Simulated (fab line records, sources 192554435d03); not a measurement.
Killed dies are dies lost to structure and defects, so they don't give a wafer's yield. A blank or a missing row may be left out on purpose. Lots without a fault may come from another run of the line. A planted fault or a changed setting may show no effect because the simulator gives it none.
Which tool did it? | flow n5_finfet | 11 lots, 33 wafers sampled, at 3 steps of a route of 1938

WHAT THE GAUGES READ, wafer by wafer
N5_BEOL_M8_INSPECT_13: inspects for defects (brightfield). Usual: raw_defect_count 439, standard deviation 100.
lot  | measured     | on                | raw_defect_count | flag
L911 | day 9 19:55  | defect_inspect-01 | 378 453 551      |
L912 | day 10 09:01 | defect_inspect-02 | 548 424 442      |
L913 | day 10 20:52 | defect_inspect-01 | 414 429 393      |
L914 | day 10 21:22 | defect_inspect-01 | 361 311 290      |
L917 | day 12 06:28 | defect_inspect-02 | 591 586 530      |
L922 | day 12 15:43 | defect_inspect-01 | 385 291 371      |
L923 | day 13 13:29 | defect_inspect-02 | 390 395 322      |
L925 | day 13 18:35 | defect_inspect-01 | 603 569 574      |
L928 | day 13 22:14 | defect_inspect-01 | 380 407 402      |
L931 | day 14 22:59 | defect_inspect-01 | 485 458 501      |
L932 | day 15 07:20 | defect_inspect-01 | 681 551 570      |

WHICH TOOL RAN EACH LOT (tool, then ch and the chambers of the sampled wafers, then the start)
lot  | N5_BEOL_M7_CMP_52             | N5_BEOL_M8_CURE_74
L911 | cmp-02 ch 0,3, day 9 17:50    | uv_cure-02 ch 1, day 9 18:25
L912 | cmp-01 ch 2,3, day 10 06:20   | uv_cure-03 ch 2, day 10 06:58
L913 | cmp-04 ch 1,2,3, day 10 19:02 | uv_cure-01 ch 0, day 10 19:41
L914 | cmp-04 ch 0,2,3, day 10 19:16 | uv_cure-02 ch 2, day 10 20:10
L917 | cmp-01 ch 2,3, day 12 03:35   | uv_cure-01 ch 0, day 12 04:14
L922 | cmp-04 ch 2,3, day 12 12:30   | uv_cure-03 ch 0, day 12 13:07
L923 | cmp-02 ch 0,1,3, day 13 11:34 | uv_cure-03 ch 1, day 13 12:07
L925 | cmp-01 ch 0,1,2, day 13 16:02 | uv_cure-02 ch 0, day 13 16:47
L928 | cmp-04 ch 1,3, day 13 17:54   | uv_cure-01 ch 1, day 13 18:35
L931 | cmp-04 ch 0,1,2, day 14 20:17 | uv_cure-02 ch 1, day 14 20:50
L932 | cmp-02 ch 1,2, day 15 05:25   | uv_cure-02 ch 1, day 15 06:02
- N5_BEOL_M7_CMP_52: polishes, stops on SiCOH lowk, t overpolish 6.9 s, target thk 80 nm.
- N5_BEOL_M8_CURE_74: cures SiCOH lowk, time 240 s.

WHAT THE TOOLS THEMSELVES READ (means of the sampled wafers that have a number; where no wafer has one, the mark that the record gives instead)
N5_BEOL_M7_CMP_52. Usual: barrier_field_endpoint_s 29.5 s, standard deviation 0.83; clearing_platen_down_force_psi 1.5001 psi, standard deviation 0.0028; motor_current_A 6.1 A, standard deviation 0.51; overpolish_run_s 6.901 s, standard deviation 0.01; slurry_filter_dp_kPa 13.50 kPa, standard deviation 0.14; time_to_endpoint_s 63.0 s, standard deviation 2.8.
lot  | tool   | barrier_field_endpoint_s (s) | clearing_platen_down_force_psi (psi) | motor_current_A (A) | overpolish_run_s (s) | slurry_filter_dp_kPa (kPa) | time_to_endpoint_s (s) | flag
L911 | cmp-02 | 29.3                         | 1.5014                               | 6.2                 | 6.901                | 13.39                      | 65.0                   |
L912 | cmp-01 | 29.4                         | 1.5022                               | 6.6                 | 6.899                | 13.52                      | 59.1                   |
L913 | cmp-04 | 30.0                         | 1.4974                               | 6.2                 | 6.902                | 13.52                      | 63.8                   |
L914 | cmp-04 | 29.5                         | 1.5006                               | 6.1                 | 6.891                | 13.52                      | 63.9                   |
L917 | cmp-01 | 28.6                         | 1.5016                               | 6.2                 | 6.900                | 13.46                      | 61.0                   |
L922 | cmp-04 | 29.4                         | 1.4990                               | 6.2                 | 6.905                | 13.41                      | 66.3                   |
L923 | cmp-02 | 29.6                         | 1.5005                               | 6.0                 | 6.893                | 13.46                      | 63.7                   |
L925 | cmp-01 | 28.9                         | 1.5031                               | 5.7                 | 6.901                | 13.66                      | 60.4                   |
L928 | cmp-04 | 30.9                         | 1.4974                               | 6.1                 | 6.892                | 13.61                      | 66.8                   |
L931 | cmp-04 | 28.9                         | 1.5014                               | 5.8                 | 6.893                | 13.54                      | 62.8                   |
L932 | cmp-02 | 28.7                         | 1.5019                               | 5.9                 | 6.896                | 13.37                      | 61.7                   |

N5_BEOL_M8_CURE_74. Usual: lamp_power_pct 52.31 %, standard deviation 0.055; wafer_temp_C_max 387.0, standard deviation 0.66.
lot  | tool       | lamp_power_pct (%) | wafer_temp_C_max | flag
L911 | uv_cure-02 | 52.36              | 387.2            |
L912 | uv_cure-03 | 52.31              | 386.1            |
L913 | uv_cure-01 | 52.28              | 386.0            |
L914 | uv_cure-02 | 52.30              | 386.7            |
L917 | uv_cure-01 | 52.34              | 386.2            |
L922 | uv_cure-03 | 52.30              | 386.9            |
L923 | uv_cure-03 | 52.29              | 387.5            |
L925 | uv_cure-02 | 52.29              | 386.4            |
L928 | uv_cure-01 | 52.26              | 386.9            |
L931 | uv_cure-02 | 52.36              | 387.6            |
L932 | uv_cure-02 | 52.30              | 387.5            |

THE ANSWER, worked out from the rows above alone
Rule: a lot is off if the mean of its wafers that have a number lies more than 3 standard deviations from the usual mean. A lot without any number at a reading at which 4 lots or more have one is off too. The other lots that the step has rows for count as sound. The gauges are gone through in route order, then the tools' own readings, and for those a lot's mean is taken as printed above. The first step at which some lot is off is used, and at that step the reading that is off furthest; a lot without a number counts as furthest.
No lot is off at any reading shown: from this, nothing can be told.

WHAT THE SIMULATOR HAD PUT IN
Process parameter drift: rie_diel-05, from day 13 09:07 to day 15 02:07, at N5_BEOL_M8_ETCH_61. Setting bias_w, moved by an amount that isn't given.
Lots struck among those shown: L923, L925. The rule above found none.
